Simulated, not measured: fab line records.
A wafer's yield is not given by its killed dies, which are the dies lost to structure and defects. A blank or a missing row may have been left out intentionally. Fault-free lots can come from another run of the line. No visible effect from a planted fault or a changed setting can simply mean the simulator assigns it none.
fab line records | flow nand_harc
record lots=7 | wafers=21 | last_day=33
route steps=1302 shown A_CONTACT@1003 END@1302
lots that met no fault: taken from a fault-free run of the same line
start_h: the number of hours between the record's first day and the start of the first shown wafer of the lot | wait_h: hours elapsed since this lot's preceding step | " same as the row above | L1.1+2: one row covering several wafers at once | - either no value or no given start | * or withheld: withheld | < > ~ a bound
route shown NAME@n: names a module that has steps shown in the file, with the first one's number in the route | usual: mean and standard deviation over wafers with no fault | same: alike in all rows | chamber/n: place in a boat | sites: each site's reading | _std_site: the values' standard deviation | _edge_site: the outer-site mean with the inner-site mean subtracted | radius_mm: for every site, how far away it sits from the centre of the wafer | mask NAME#n: copy n | behind: the last tool/chamber to shape the wafer | hold: the reason the lot was held/the length of the hold in hours/how it ended | device: which transistor (n, p or np) failed to switch | end of line: at the end of the route, the tests of the same wafers | a step without rows: its recipe alone | killed: the dies lost at the first sort to structure and to defects; this is not the yield of the wafer | map: dies across one wafer; x = killed, . = not, _ = none there
set.NAME: the setting that was run; set.NAME@STEP: the one run at that earlier step | model.NAME: the simulator's own value behind a step, which no gauge read
a table for each step, a row for each wafer; lots at some steps of the route
services: when a tool's chamber went out of use (start_h, in hours from the record's first day, below 0 if earlier), for how many hours, and the reason
## steps
# step NHARC_A_CONTACT_ETCH_50
# recipe target_depth_a=1210 | time_s=60.5 | cf4_flow_sccm=100 | chf3_flow_sccm=30 | ar_flow_sccm=0 | rf_w=500 | bias_w=200 | chemistry=CF4/CHF3
# step NHARC_A_CONTACT_ETCH_51
# recipe target_depth_a=70000 | over_etch_frac=0.3 | time_s=1820 | ion_energy_ev=150 | o2_flow_sccm=400 | cos_flow_sccm=20 | ar_flow_sccm=0 | rf_w=500 | bias_w=300 | chemistry=O2/COS
# step NHARC_A_CONTACT_ETCH_111
# recipe source_w=withheld | pressure_mtorr=20 | bias_v=withheld | time_s=140 | target_depth_a=7000 | ar_flow_sccm=withheld | c4f8_flow_sccm=withheld | o2_flow_sccm=withheld | chemistry=C4F8/O2/Ar
# usual chamber_pressure_mTorr=20.001/0.018 | oes_air_line_au=1.000/0.019
lot.wafer | tool            | chamber | start_h | wait_h | chamber_pressure_mTorr | oes_air_line_au | rf_hours_counter_h
L906.2    | har_cap_etch-02 | 0       | 497.52  | -      | 19.997                 | 1.032           | 85
L906.4    | "               | 1       | "       | "      | 20.031                 | 1.005           | -
L906.5    | "               | 1       | "       | "      | 20.024                 | 1.014           | -
L911.1    | har_cap_etch-02 | 1       | 545.82  | -      | 19.969                 | 1.000           | 93
L911.4    | "               | 1       | "       | "      | 20.008                 | 0.999           | -
L911.6    | "               | 1       | "       | "      | 19.981                 | 1.020           | -
L912.1    | har_cap_etch-02 | 0       | 555.49  | -      | 20.010                 | 1.009           | 95
L912.6    | "               | 0       | "       | "      | 20.037                 | 1.010           | -
L912.5    | "               | 1       | "       | "      | 20.000                 | 0.998           | -
L913.2    | har_cap_etch-03 | 0       | 556.95  | -      | 19.976                 | 0.997           | 54
L913.1    | "               | 1       | "       | "      | 20.016                 | 0.988           | 54
L913.6    | "               | 1       | "       | "      | 20.001                 | 0.994           | -
L924.3    | har_cap_etch-02 | 0       | 682.50  | -      | 20.053                 | 0.984           | -
L924.4    | "               | 1       | "       | "      | 19.997                 | 1.013           | -
L924.6    | "               | 0       | "       | "      | 19.989                 | 1.025           | -
L927.1    | har_cap_etch-03 | 1       | 704.19  | -      | 19.993                 | 1.009           | 83
L927.3    | "               | 0       | "       | "      | 19.987                 | 1.016           | -
L927.5    | "               | 0       | "       | "      | 20.010                 | 1.007           | -
L928.1    | har_cap_etch-01 | 1       | 710.31  | -      | 19.994                 | 0.973           | 33
L928.3    | "               | 1       | "       | "      | 20.000                 | 1.000           | -
L928.5    | "               | 1       | "       | "      | 19.975                 | 0.991           | -
# step NHARC_A_CONTACT_ETCH_112
# recipe source_w=withheld | pressure_mtorr=20 | bias_v=3000 | time_s=190 | target_depth_a=18500 | ar_flow_sccm=withheld | c4f8_flow_sccm=withheld | o2_flow_sccm=withheld | chemistry=C4F8/O2/Ar
# step NHARC_A_CONTACT_ETCH_113
# recipe source_w=withheld | pressure_mtorr=20 | bias_v=3000 | time_s=190 | target_depth_a=18500 | ar_flow_sccm=withheld | c4f8_flow_sccm=withheld | o2_flow_sccm=withheld | chemistry=C4F8/O2/Ar
# usual chamber_pressure_mTorr=20.000/0.018 | oes_air_line_au=0.999/0.023
lot.wafer | tool            | chamber | start_h | wait_h | chamber_pressure_mTorr | oes_air_line_au | rf_hours_counter_h
L906.2    | har_cap_etch-02 | 0       | 497.89  | 0.1    | 20.000                 | 0.993           | 85
L906.4    | "               | 1       | "       | "      | 20.004                 | 0.970           | -
L906.5    | "               | 1       | "       | "      | 20.006                 | 0.993           | -
L911.1    | har_cap_etch-02 | 1       | 546.19  | 0.1    | 20.009                 | 1.017           | 93
L911.4    | "               | 1       | "       | "      | 20.022                 | 1.019           | -
L911.6    | "               | 1       | "       | "      | 20.011                 | 1.013           | -
L912.1    | har_cap_etch-02 | 0       | 555.86  | 0.1    | 19.997                 | 0.978           | 95
L912.6    | "               | 0       | "       | "      | 20.013                 | 1.036           | -
L912.5    | "               | 1       | "       | "      | 19.987                 | 1.006           | -
L913.2    | har_cap_etch-03 | 0       | 557.32  | 0.1    | 19.989                 | 0.994           | 55
L913.1    | "               | 1       | "       | "      | 19.992                 | 0.995           | 55
L913.6    | "               | 1       | "       | "      | 19.947                 | 0.979           | -
L924.3    | har_cap_etch-02 | 0       | 682.86  | 0.1    | 19.993                 | 0.995           | -
L924.4    | "               | 1       | "       | "      | 19.975                 | 0.999           | -
L924.6    | "               | 0       | "       | "      | 19.991                 | 0.995           | -
L927.1    | har_cap_etch-03 | 1       | 704.56  | 0.1    | 20.012                 | 1.017           | 83
L927.3    | "               | 0       | "       | "      | 19.988                 | 1.018           | -
L927.5    | "               | 0       | "       | "      | 19.987                 | 0.972           | -
L928.1    | har_cap_etch-01 | 1       | 710.68  | 0.1    | 19.972                 | 0.969           | 33
L928.3    | "               | 1       | "       | "      | 20.043                 | 0.979           | -
L928.5    | "               | 1       | "       | "      | 20.007                 | 1.023           | -
# step NHARC_A_CONTACT_ETCH_114
# recipe source_w=withheld | pressure_mtorr=20 | bias_v=3000 | time_s=190 | target_depth_a=18500 | ar_flow_sccm=withheld | c4f8_flow_sccm=withheld | o2_flow_sccm=withheld | chemistry=C4F8/O2/Ar
# usual chamber_pressure_mTorr=20.002/0.018 | oes_air_line_au=1.003/0.016
lot.wafer | tool            | chamber | start_h | wait_h | chamber_pressure_mTorr | oes_air_line_au | rf_hours_counter_h
L906.2    | har_cap_etch-02 | 0       | 498.06  | 0.1    | 19.998                 | 1.030           | 85
L906.4    | "               | 1       | "       | "      | 19.983                 | 0.992           | -
L906.5    | "               | 1       | "       | "      | 20.004                 | 0.986           | -
L911.1    | har_cap_etch-02 | 1       | 546.36  | 0.1    | 20.017                 | 0.994           | 93
L911.4    | "               | 1       | "       | "      | 20.013                 | 1.011           | -
L911.6    | "               | 1       | "       | "      | 19.998                 | 1.014           | -
L912.1    | har_cap_etch-02 | 0       | 556.03  | 0.1    | 19.994                 | 1.012           | 95
L912.6    | "               | 0       | "       | "      | 20.036                 | 0.989           | -
L912.5    | "               | 1       | "       | "      | 20.006                 | 0.999           | -
L913.2    | har_cap_etch-03 | 0       | 557.49  | 0.1    | 19.989                 | 0.996           | 55
L913.1    | "               | 1       | "       | "      | 20.018                 | 1.014           | 55
L913.6    | "               | 1       | "       | "      | 20.011                 | 1.002           | -
L924.3    | har_cap_etch-02 | 0       | 683.03  | 0.1    | 19.982                 | 1.016           | -
L924.4    | "               | 1       | "       | "      | 19.971                 | 0.997           | -
L924.6    | "               | 0       | "       | "      | 19.991                 | 1.001           | -
L927.1    | har_cap_etch-03 | 1       | 704.73  | 0.1    | 20.005                 | 0.999           | 83
L927.3    | "               | 0       | "       | "      | 20.010                 | 1.006           | -
L927.5    | "               | 0       | "       | "      | 19.977                 | 0.994           | -
L928.1    | har_cap_etch-01 | 1       | 710.85  | 0.1    | 20.021                 | 1.008           | 34
L928.3    | "               | 1       | "       | "      | 20.008                 | 1.005           | -
L928.5    | "               | 1       | "       | "      | 20.000                 | 1.009           | -
# step NHARC_A_CONTACT_ETCH_115
# recipe source_w=withheld | pressure_mtorr=20 | bias_v=3000 | time_s=190 | target_depth_a=18500 | ar_flow_sccm=withheld | c4f8_flow_sccm=withheld | o2_flow_sccm=withheld | chemistry=C4F8/O2/Ar
# step NHARC_A_CONTACT_ETCH_116
# recipe source_w=withheld | pressure_mtorr=20 | bias_v=3000 | time_s=190 | target_depth_a=18500 | ar_flow_sccm=withheld | c4f8_flow_sccm=withheld | o2_flow_sccm=withheld | chemistry=C4F8/O2/Ar
# step NHARC_A_CONTACT_ETCH_117
# recipe source_w=withheld | pressure_mtorr=20 | bias_v=3000 | time_s=190 | target_depth_a=18500 | ar_flow_sccm=withheld | c4f8_flow_sccm=withheld | o2_flow_sccm=withheld | chemistry=C4F8/O2/Ar
# step NHARC_A_CONTACT_ETCH_118
# recipe source_w=withheld | pressure_mtorr=20 | bias_v=3000 | time_s=190 | target_depth_a=18500 | ar_flow_sccm=withheld | c4f8_flow_sccm=withheld | o2_flow_sccm=withheld | chemistry=C4F8/O2/Ar
# step NHARC_A_CONTACT_ETCH_119
# recipe source_w=withheld | pressure_mtorr=20 | bias_v=3000 | time_s=190 | target_depth_a=18500 | ar_flow_sccm=withheld | c4f8_flow_sccm=withheld | o2_flow_sccm=withheld | chemistry=C4F8/O2/Ar
# step NHARC_A_CONTACT_ETCH_120
# recipe source_w=withheld | pressure_mtorr=20 | bias_v=3000 | time_s=190 | target_depth_a=18500 | ar_flow_sccm=withheld | c4f8_flow_sccm=withheld | o2_flow_sccm=withheld | chemistry=C4F8/O2/Ar
# usual chamber_pressure_mTorr=19.999/0.018 | oes_air_line_au=1.001/0.022
lot.wafer | tool            | chamber | start_h | wait_h | chamber_pressure_mTorr | oes_air_line_au | rf_hours_counter_h
L906.2    | har_cap_etch-02 | 0       | 499.09  | 0.1    | 19.998                 | 1.005           | 86
L906.4    | "               | 1       | "       | "      | 20.010                 | 0.992           | -
L906.5    | "               | 1       | "       | "      | 19.986                 | 0.968           | -
L911.1    | har_cap_etch-02 | 1       | 547.39  | 0.1    | 20.039                 | 1.061           | 94
L911.4    | "               | 1       | "       | "      | 20.027                 | 1.049           | -
L911.6    | "               | 1       | "       | "      | 19.983                 | 0.998           | -
L912.1    | har_cap_etch-02 | 0       | 557.06  | 0.1    | 19.993                 | 0.975           | 96
L912.6    | "               | 0       | "       | "      | 20.011                 | 0.975           | -
L912.5    | "               | 1       | "       | "      | 19.980                 | 1.007           | -
L913.2    | har_cap_etch-03 | 0       | 558.52  | 0.1    | 19.996                 | 1.052           | 56
L913.1    | "               | 1       | "       | "      | 20.020                 | 1.002           | 56
L913.6    | "               | 1       | "       | "      | 20.007                 | 1.007           | -
L924.3    | har_cap_etch-02 | 0       | 684.06  | 0.1    | 20.016                 | 0.984           | -
L924.4    | "               | 1       | "       | "      | 19.956                 | 1.018           | -
L924.6    | "               | 0       | "       | "      | 20.020                 | 0.986           | -
L927.1    | har_cap_etch-03 | 1       | 705.76  | 0.1    | 20.006                 | 1.021           | 84
L927.3    | "               | 0       | "       | "      | 19.990                 | 0.996           | -
L927.5    | "               | 0       | "       | "      | 20.003                 | 0.975           | -
L928.1    | har_cap_etch-01 | 1       | 711.87  | 0.1    | 20.001                 | 1.004           | 34
L928.3    | "               | 1       | "       | "      | 20.006                 | 0.981           | -
L928.5    | "               | 1       | "       | "      | 19.999                 | 1.002           | -
# step NHARC_A_CONTACT_ETCH_121
# recipe source_w=withheld | pressure_mtorr=20 | bias_v=3000 | time_s=190 | target_depth_a=18500 | ar_flow_sccm=withheld | c4f8_flow_sccm=withheld | o2_flow_sccm=withheld | chemistry=C4F8/O2/Ar
# usual chamber_pressure_mTorr=20.000/0.019 | oes_air_line_au=1.001/0.018
lot.wafer | tool            | chamber | start_h | wait_h | chamber_pressure_mTorr | oes_air_line_au | rf_hours_counter_h
L906.2    | har_cap_etch-02 | 0       | 499.26  | 0.1    | 19.988                 | 1.035           | 86
L906.4    | "               | 1       | "       | "      | 20.011                 | 1.016           | -
L906.5    | "               | 1       | "       | "      | 20.018                 | 0.996           | -
L911.1    | har_cap_etch-02 | 1       | 547.56  | 0.1    | -                      | -               | -
L911.4    | "               | 1       | "       | "      | -                      | -               | -
L911.6    | "               | 1       | "       | "      | -                      | -               | -
L912.1    | har_cap_etch-02 | 0       | 557.23  | 0.1    | -                      | -               | -
L912.6    | "               | 0       | "       | "      | -                      | -               | -
L912.5    | "               | 1       | "       | "      | -                      | -               | -
L913.2    | har_cap_etch-03 | 0       | 558.69  | 0.1    | -                      | -               | -
L913.1    | "               | 1       | "       | "      | -                      | -               | -
L913.6    | "               | 1       | "       | "      | -                      | -               | -
L924.3    | har_cap_etch-02 | 0       | 684.23  | 0.1    | 20.000                 | 1.017           | -
L924.4    | "               | 1       | "       | "      | 20.019                 | 0.996           | -
L924.6    | "               | 0       | "       | "      | 19.989                 | 1.029           | -
L927.1    | har_cap_etch-03 | 1       | 705.93  | 0.1    | 20.028                 | 1.002           | 84
L927.3    | "               | 0       | "       | "      | 20.006                 | 1.028           | -
L927.5    | "               | 0       | "       | "      | 19.987                 | 1.049           | -
L928.1    | har_cap_etch-01 | 1       | 712.04  | 0.1    | 20.005                 | 1.027           | 35
L928.3    | "               | 1       | "       | "      | 20.011                 | 1.033           | -
L928.5    | "               | 1       | "       | "      | 19.995                 | 1.024           | -
# step NHARC_A_CONTACT_ETCH_122
# recipe source_w=withheld | pressure_mtorr=20 | bias_v=3000 | time_s=190 | target_depth_a=18500 | ar_flow_sccm=withheld | c4f8_flow_sccm=withheld | o2_flow_sccm=withheld | chemistry=C4F8/O2/Ar
# usual chamber_pressure_mTorr=20.001/0.019 | oes_air_line_au=1.002/0.021
lot.wafer | tool            | chamber | start_h | wait_h | chamber_pressure_mTorr | oes_air_line_au | rf_hours_counter_h
L906.2    | har_cap_etch-02 | 0       | 499.43  | 0.1    | 19.987                 | 0.977           | 87
L906.4    | "               | 1       | "       | "      | 19.997                 | 0.991           | -
L906.5    | "               | 1       | "       | "      | 20.014                 | 0.996           | -
L911.1    | har_cap_etch-02 | 1       | 547.73  | 0.1    | 20.011                 | 0.989           | 94
L911.4    | "               | 1       | "       | "      | 20.016                 | 1.017           | -
L911.6    | "               | 1       | "       | "      | 19.983                 | 0.976           | -
L912.1    | har_cap_etch-02 | 0       | 557.40  | 0.1    | 19.989                 | 0.991           | 97
L912.6    | "               | 0       | "       | "      | 19.995                 | 0.972           | -
L912.5    | "               | 1       | "       | "      | 19.976                 | 0.957           | -
L913.2    | har_cap_etch-03 | 0       | 558.86  | 0.1    | 20.009                 | 1.020           | 56
L913.1    | "               | 1       | "       | "      | 20.003                 | 1.002           | 56
L913.6    | "               | 1       | "       | "      | 20.011                 | 1.044           | -
L924.3    | har_cap_etch-02 | 0       | 684.40  | 0.1    | 19.976                 | 1.027           | -
L924.4    | "               | 1       | "       | "      | 19.992                 | 1.020           | -
L924.6    | "               | 0       | "       | "      | 20.002                 | 1.003           | -
L927.1    | har_cap_etch-03 | 1       | 706.10  | 0.1    | 20.001                 | 0.996           | 84
L927.3    | "               | 0       | "       | "      | 20.020                 | 1.004           | -
L927.5    | "               | 0       | "       | "      | 20.022                 | 1.004           | -
L928.1    | har_cap_etch-01 | 1       | 712.21  | 0.1    | 20.006                 | 1.016           | 35
L928.3    | "               | 1       | "       | "      | 20.012                 | 0.980           | -
L928.5    | "               | 1       | "       | "      | 20.004                 | 1.012           | -
# step NHARC_END_SORT_01
# recipe temp_c=25
# usual killed_at_array=56/20 | killed_at_other=1/1.3 | killed_at_periphery=3.5/2.7 | killed_dies=60/20 | killed_open=3.3/1.6 | killed_short=2.4/1.5
# same gross_dies=677
lot.wafer | tool      | chamber | start_h | wait_h | killed_at_array | killed_at_other | killed_at_periphery | killed_dies | killed_open | killed_short
L911.1    | prober-01 | 0       | 618.88  | 2.4    | 671             | 0               | 6                   | 677         | 5           | 3
L911.4    | prober-01 | 0       | 621.25  | 3.4    | 671             | 2               | 4                   | 677         | 3           | 1
L911.6    | prober-01 | 0       | 622.83  | 4.0    | 675             | 0               | 2                   | 677         | 5           | 1
L912.1    | prober-02 | 0       | 625.17  | 2.4    | 669             | 1               | 7                   | 677         | 6           | 5
L912.5    | prober-02 | 0       | 628.39  | 3.7    | 668             | 3               | 6                   | 677         | 7           | 3
L912.6    | prober-02 | 0       | 629.19  | 4.0    | 670             | 3               | 4                   | 677         | 1           | 4
L913.1    | prober-01 | 0       | 631.95  | 2.5    | 677             | 0               | 0                   | 677         | 5           | 2
L913.2    | prober-01 | 0       | 632.75  | 2.8    | 674             | 0               | 3                   | 677         | 4           | 1
L913.6    | prober-01 | 0       | 635.97  | 4.0    | 672             | 3               | 2                   | 677         | 2           | 1
# killed by level:class
L911.1 A_CONTACT:area_etch=608 A_SLIT:chamber_film_flake=24 A_CHANNEL_HOLE_D2:chamber_film_flake=14 A_CONTACT:chamber_film_flake=8 A_CHANNEL_HOLE_D1:chamber_film_flake=5 P_CONTACT:geometric_particle:open=2 A_ZERO_WELL:chamber_film_flake=2 A_M1:chamber_film_flake=2
L911.4 A_CONTACT:area_etch=620 A_SLIT:chamber_film_flake=19 A_CONTACT:chamber_film_flake=12 A_CHANNEL_HOLE_D2:chamber_film_flake=9 A_M1:chamber_film_flake=6 A_CHANNEL_HOLE_D1:chamber_film_flake=3 P_M0:geometric_particle:open=1 A_SOURCE_PLATE:geometric_particle:short=1
L911.6 A_CONTACT:area_etch=624 A_SLIT:chamber_film_flake=27 A_CHANNEL_HOLE_D2:chamber_film_flake=8 A_CONTACT:chamber_film_flake=5 A_ONON_D1:geometric_particle:open=2 A_ZERO_WELL:chamber_film_flake=2 A_M1:chamber_film_flake=2 A_CHANNEL_FILL_D1:geometric_particle:short=1
L912.1 A_CONTACT:area_etch=612 A_CHANNEL_HOLE_D1:chamber_film_flake=19 A_CHANNEL_HOLE_D2:chamber_film_flake=11 A_CONTACT:chamber_film_flake=9 A_WL_FILL:chamber_film_flake=7 P_STI:chamber_film_flake=3 A_ONON_D2:geometric_particle:short=2 A_BLC:geometric_particle:open=2
L912.5 A_CONTACT:area_etch=602 A_CHANNEL_HOLE_D1:chamber_film_flake=36 A_CHANNEL_HOLE_D2:chamber_film_flake=13 A_CONTACT:chamber_film_flake=6 THIN_TSV:chamber_film_flake=3 P_GATE:geometric_particle:open=2 P_CONTACT:chamber_film_flake=2 A_M1:chamber_film_flake=2
L912.6 A_CONTACT:area_etch=632 A_CHANNEL_HOLE_D1:chamber_film_flake=17 A_CHANNEL_HOLE_D2:chamber_film_flake=8 A_CONTACT:chamber_film_flake=6 THIN_TSV:chamber_film_flake=3 A_WL_FILL:chamber_film_flake=2 P_STI:geometric_particle:short=1 P_CONTACT:geometric_particle:open=1
L913.1 A_CONTACT:area_etch=617 A_SLIT:chamber_film_flake=28 A_CHANNEL_HOLE_D2:chamber_film_flake=21 A_M0:geometric_particle:open=3 A_CONTACT:geometric_particle:open=2 A_CHANNEL_HOLE_D1:chamber_film_flake=2 A_ONON_D1:geometric_particle:short=1 A_WL_FILL:geometric_particle:short=1
L913.2 A_CONTACT:area_etch=603 A_CHANNEL_HOLE_D2:chamber_film_flake=35 A_SLIT:chamber_film_flake=21 A_CONTACT:chamber_film_flake=3 A_M0:geometric_particle:open=2 A_CHANNEL_HOLE_D1:chamber_film_flake=2 A_CHANNEL_FILL_D2:chamber_film_flake=2 A_CHANNEL_HOLE_D1:geometric_particle:open=1
L913.6 A_CONTACT:area_etch=608 A_SLIT:chamber_film_flake=30 A_CHANNEL_HOLE_D2:chamber_film_flake=27 THIN_TSV:chamber_film_flake=3 P_GATE:chamber_film_flake=2 A_STAIRCASE:chamber_film_flake=2 A_ONON_D1:geometric_particle:open=1 A_ONON_D2:geometric_particle:short=1
# map L911.1 (x killed, . not)
____________x____________
_________xxxxxxx_________
_______xxxxxxxxxxx_______
______xxxxxxxxxxxxx______
_____xxxxxxxxxxxxxxx_____
____xxxxxxxxxxxxxxxxx____
____xxxxxxxxxxxxxxxxx____
___xxxxxxxxxxxxxxxxxxx___
___xxxxxxxxxxxxxxxxxxx___
__xxxxxxxxxxxxxxxxxxxxx__
__xxxxxxxxxxxxxxxxxxxxx__
_xxxxxxxxxxxxxxxxxxxxxxx_
_xxxxxxxxxxxxxxxxxxxxxxx_
_xxxxxxxxxxxxxxxxxxxxxxx_
_xxxxxxxxxxxxxxxxxxxxxxx_
_xxxxxxxxxxxxxxxxxxxxxxx_
xxxxxxxxxxxxxxxxxxxxxxxxx
xxxxxxxxxxxxxxxxxxxxxxxxx
xxxxxxxxxxxxxxxxxxxxxxxxx
xxxxxxxxxxxxxxxxxxxxxxxxx
xxxxxxxxxxxxxxxxxxxxxxxxx
_xxxxxxxxxxxxxxxxxxxxxxx_
_xxxxxxxxxxxxxxxxxxxxxxx_
_xxxxxxxxxxxxxxxxxxxxxxx_
_xxxxxxxxxxxxxxxxxxxxxxx_
_xxxxxxxxxxxxxxxxxxxxxxx_
__xxxxxxxxxxxxxxxxxxxxx__
__xxxxxxxxxxxxxxxxxxxxx__
___xxxxxxxxxxxxxxxxxxx___
___xxxxxxxxxxxxxxxxxxx___
____xxxxxxxxxxxxxxxxx____
____xxxxxxxxxxxxxxxxx____
_____xxxxxxxxxxxxxxx_____
______xxxxxxxxxxxxx______
_______xxxxxxxxxxx_______
_________xxxxxxx_________
____________x____________
# map L912.1 (x killed, . not)
____________x____________
_________xxxxxxx_________
_______xxxxxxxxxxx_______
______xxxxxxxxxxxxx______
_____xxxxxxxxxxxxxxx_____
____xxxxxxxxxxxxxxxxx____
____xxxxxxxxxxxxxxxxx____
___xxxxxxxxxxxxxxxxxxx___
___xxxxxxxxxxxxxxxxxxx___
__xxxxxxxxxxxxxxxxxxxxx__
__xxxxxxxxxxxxxxxxxxxxx__
_xxxxxxxxxxxxxxxxxxxxxxx_
_xxxxxxxxxxxxxxxxxxxxxxx_
_xxxxxxxxxxxxxxxxxxxxxxx_
_xxxxxxxxxxxxxxxxxxxxxxx_
_xxxxxxxxxxxxxxxxxxxxxxx_
xxxxxxxxxxxxxxxxxxxxxxxxx
xxxxxxxxxxxxxxxxxxxxxxxxx
xxxxxxxxxxxxxxxxxxxxxxxxx
xxxxxxxxxxxxxxxxxxxxxxxxx
xxxxxxxxxxxxxxxxxxxxxxxxx
_xxxxxxxxxxxxxxxxxxxxxxx_
_xxxxxxxxxxxxxxxxxxxxxxx_
_xxxxxxxxxxxxxxxxxxxxxxx_
_xxxxxxxxxxxxxxxxxxxxxxx_
_xxxxxxxxxxxxxxxxxxxxxxx_
__xxxxxxxxxxxxxxxxxxxxx__
__xxxxxxxxxxxxxxxxxxxxx__
___xxxxxxxxxxxxxxxxxxx___
___xxxxxxxxxxxxxxxxxxx___
____xxxxxxxxxxxxxxxxx____
____xxxxxxxxxxxxxxxxx____
_____xxxxxxxxxxxxxxx_____
______xxxxxxxxxxxxx______
_______xxxxxxxxxxx_______
_________xxxxxxx_________
____________x____________
## services
tool            | chamber | start_h | hours | kind
har_cap_etch-01 | -       | 497.00  | 17.0  | pm
har_cap_etch-01 | 0       | 497.00  | 17.0  | vent_cycle
har_cap_etch-01 | 1       | 497.00  | 17.0  | vent_cycle
har_cap_etch-01 | 0       | 514.00  | -     | clean
har_cap_etch-01 | 1       | 514.00  | -     | clean
har_cap_etch-03 | -       | 514.70  | 3.3   | repair
## key
first_sign step=NHARC_A_CONTACT_ETCH_121 | reading=tool_record | direction=missing
effect step=NHARC_END_SORT_01 | reading=killed_at_array | direction=up | sigmas=31 | usual=56 | struck=672
more_kills_born_at NHARC_A_CONTACT_ETCH_121@har_cap_etch-02=3698 | NHARC_A_CONTACT_ETCH_121@har_cap_etch-03=1828
met_at NHARC_A_CONTACT_ETCH_121
struck_wafers L911.1,L911.4,L911.6,L912.1,L912.5,L912.6,L913.1,L913.2,L913.6
later_rows_left_out L911.1,L911.4,L911.6,L912.1,L912.5,L912.6,L913.1,L913.2,L913.6
tester_left_out L911,L912,L913
onset_between 499.26 547.56
fault kind=skipped_step_whole | tool=har_cap_etch-02,har_cap_etch-03 | chamber=- | onset_h=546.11 | steps=NHARC_A_CONTACT_ETCH_121 | scope=struck_lots_only
# tester_left_out: of these lots the tester's yield and bins aren't shown, on N5 and GAA mostly nor the transistor test; their killed dies are dies lost to structure and defects alone, not to doping, threshold or leakage, so they don't give the yield
# later_rows_left_out: the simulator's readings of these wafers behind a module that went badly wrong aren't trusted and aren't shown, but for the sort
